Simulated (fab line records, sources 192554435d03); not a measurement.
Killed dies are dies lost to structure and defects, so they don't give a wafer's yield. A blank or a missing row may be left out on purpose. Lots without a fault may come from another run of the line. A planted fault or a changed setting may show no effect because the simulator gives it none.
One fault seen from 2 desks | flow n5_finfet | each desk has only its own numbers; what lay behind them comes last

THE METROLOGY DESK
What the gauges read, lot by lot, whatever tool the lot ran on: means of the sampled wafers that have a number. A lot is out of limits, marked OUT, if its mean lies more than 4 standard deviations from the usual mean; the brackets give that distance. Of its 10 readings 7 are shown: those that lie furthest out on some lot.
Columns: A = DIBL_N at N5_BEOL_M4_RC_MEAS_101, usual 37.5 mV/V; B = DIBL_P at N5_BEOL_M4_RC_MEAS_101, usual 37.3 mV/V; C = IOFF_P at N5_BEOL_M4_RC_MEAS_101, usual 0.23 nA/um; D = ION_P at N5_BEOL_M4_RC_MEAS_101, usual 464 uA/um; E = SS_N at N5_BEOL_M4_RC_MEAS_101, usual 72.0 mV/dec; F = SS_P at N5_BEOL_M4_RC_MEAS_101, usual 73.5 mV/dec; G = VT_N at N5_BEOL_M4_RC_MEAS_101, usual 249 mV
lot  | first seen here | A    | B    | C    | D   | E    | F    | G
L469 | day 7 19:20     | 38.3 | 37.6 | 0.24 | 463 | 72.3 | 73.9 | 245
L468 | day 8 00:23     | 38.7 | 38.1 | 0.21 | 455 | 72.4 | 73.7 | 250
L471 | day 8 17:16     | 34.9 | 35.8 | 0.20 | 462 | 71.9 | 72.8 | 252
L476 | day 10 03:54    | 37.7 | 37.0 | 0.22 | 460 | 72.4 | 73.3 | 254
L477 | day 10 06:16    | 37.5 | 37.4 | 0.24 | 466 | 71.6 | 74.0 | 250
L481 | day 11 05:46    | 36.9 | 37.3 | 0.21 | 461 | 71.2 | 73.0 | 251
L488 | day 13 05:11    | 39.7 | 40.5 | 0.26 | 466 | 72.3 | 74.5 | 245
L489 | day 13 10:32    | 36.3 | 35.7 | 0.22 | 464 | 71.9 | 73.2 | 249
L490 | day 13 12:23    | 36.5 | 37.2 | 0.22 | 462 | 72.0 | 73.3 | 250
L491 | day 13 19:59    | 38.9 | 38.9 | 0.28 | 468 | 72.0 | 74.0 | 248
This desk's finding: nothing out of limits on any of the 10 lots.

THE TOOL OWNER'S DESK: cvd_w-01
The tool's own readings at N5_HKMG_FIN_ALD_72 (deposits W, target thk 2 nm, pulse time 1 s, purge time 2 s): means of the sampled wafers that have a number, for each lot that ran on this tool. A lot is out of limits, marked OUT, if its mean lies more than 4 standard deviations from the usual mean; the brackets give that distance.
Columns: A = heater_power_w at N5_HKMG_FIN_ALD_72, usual 501 W; B = precursor_pulse_height_rel at N5_HKMG_FIN_ALD_72, usual 1.001
lot  | first seen here | A   | B
L469 | day 4 10:43     | 491 | 0.993
L471 | day 4 23:54     | 503 | 1.027
L476 | day 6 10:17     | 489 | 0.993
L477 | day 6 16:58     | 493 | 0.997
L491 | day 10 01:14    | 495 | 0.998
This desk's finding: nothing out of limits on any of the 5 lots.

PUT TOGETHER
The metrology desk saw nothing out of limits.
The tool owner's desk saw nothing out of limits.

WHAT THE SIMULATOR HAD PUT IN
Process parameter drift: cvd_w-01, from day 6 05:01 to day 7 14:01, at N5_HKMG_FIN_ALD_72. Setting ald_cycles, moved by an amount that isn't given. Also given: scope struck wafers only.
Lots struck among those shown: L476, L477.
